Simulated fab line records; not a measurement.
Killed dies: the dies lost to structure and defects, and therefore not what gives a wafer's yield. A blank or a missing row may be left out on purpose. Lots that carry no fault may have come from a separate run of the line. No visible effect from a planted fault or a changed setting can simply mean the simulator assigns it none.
A struck lot beside a sound one | flow nand harc | 15 out of 1302 route steps
Sound: wafers L931.1, L931.2, L931.6. Struck: wafer L926.4. (L926.5 of the same lot was not struck and is left out.) The cause comes at the end.
Order at every step that has rows: each side's tool, ch and its chambers, its first start. Under that, the readings that differ: sound wafers | struck wafers | difference of the means | sigmas: that difference in standard deviations of wafers without a fault.
alike: a reading whose means differ by less than 2 such deviations, as well as words and numbers matching on both sides. not compared: withheld readings; readings where some wafer has no value; bounds like >300 that might hide an equal value; numbers whose values overlap and for which the record gives no deviation.
A row with sigmas, a row that says differs or no value, or rows on one side alone: a step with any of these is where the two part. Non-overlapping numbers with no deviation appear without sigmas and do not part them. A reading that every wafer of one side lacks parts them only if that side has two wafers or more.

first, 4 steps without rows for these wafers: NHARC_A_M1_EBR_05; NHARC_A_M1_EXPOSE_06 (exposes mask A M1, target cd 120 nm); NHARC_A_M1_PEB_07 (peb time 65 s); NHARC_A_M1_DEVELOP_08 (develop time 35 s).
NHARC_A_M1_CD_MEAS_09: the cd target is 120 nm.
  sound on cd sem-02 ch 0, day 32 01:47; struck on cd sem-01 ch 0, day 29 07:49
  alike: cd nm
NHARC_A_M1_OVL_MEAS_10: pitch 240 nm.
  struck on overlay-01, day 29 07:55; sound on overlay-02, day 32 01:52
  alike: overlay x nm, overlay y nm
NHARC_A_M1_INSPECT_11:
  struck on defect inspect-02, day 29 07:56; sound on defect inspect-01, day 32 01:55
  alike: raw defect count
NHARC_A_M1_DESCUM_14: chemistry O2, time 3 s.
  sound on rie diel-04 ch 0,3, day 32 01:58; struck on rie diel-04 ch 2, day 29 08:01
  alike: drypump motor current A, o2 flow sccm, oes product au, rf vpp V, showerhead plenum p Torr, throttle valve pct
  not compared: rf hours counter h
NHARC_A_M1_ETCH_35: etches the open film in N2/H2, target depth 40 nm, overetch 12 nm, time 43.94 s.
  sound on rie diel-04 ch 1,3, day 32 02:04; struck on rie diel-04 ch 2, day 29 08:05
  alike: bias w, drypump motor current A, oes product au, rf vpp V, run length s, showerhead plenum p Torr, throttle valve pct
  not compared: rf hours counter h
NHARC_A_M1_ETCH_15: etches the open film in C4F8/Ar, target depth 182.5 nm, time 91.2 s.
  sound on rie diel-04 ch 2,3; struck on rie diel-04 ch 3
  reading               | sound             | struck | difference | sigmas
  bias w (W)            | 298.7 298.9 299.4 | 301.2  | +2.2       | +2
  oes product au (a.u.) | 0.929 0.906 0.925 | 0.981  | +0.061     | +3
  alike: rf vpp V, run length s
  not compared: rf hours counter h
NHARC_A_M1_CD_MEAS_16:
  struck on cd sem-01, day 29 08:22; sound on cd sem-03, day 32 02:16
  alike: cd nm
NHARC_A_M1_STRIP_18: strips in N2/H2.
  sound on rie diel-09 ch 1,3, day 32 02:22; struck on rie diel-04 ch 3, day 29 08:27
  reading                         | sound          | struck | difference | sigmas
  showerhead plenum p Torr (Torr) | 1.93 2.02 1.93 | 2.15   | +0.19      | +2
  alike: drypump motor current A, oes product au, rf vpp V, throttle valve pct
  not compared: rf hours counter h
NHARC_A_M1_ETCH_28: etches the open film in CF4/N2, target depth 30 nm, time 72.99 s.
  sound on rie diel-09 ch 0,2, day 32 02:36; struck on rie diel-04 ch 0, day 29 08:41
  reading          | sound          | struck | difference | sigmas
  run length s (s) | 94.2 94.3 93.8 | 76.4   | -17.7      | -44
  alike: drypump motor current A, oes product au, rf vpp V, showerhead plenum p Torr, throttle valve pct
  not compared: bias w, rf hours counter h
then, 2 steps without rows for these wafers: NHARC_A_M1_STRIP_19 (strips in post etch residue remover, time 600 s); NHARC_END_SORT_01.

WHERE THEY PART
First at NHARC_A_M1_ETCH_15; last, within this record, at NHARC_A_M1_ETCH_28.

WHY: whatever the simulator had introduced
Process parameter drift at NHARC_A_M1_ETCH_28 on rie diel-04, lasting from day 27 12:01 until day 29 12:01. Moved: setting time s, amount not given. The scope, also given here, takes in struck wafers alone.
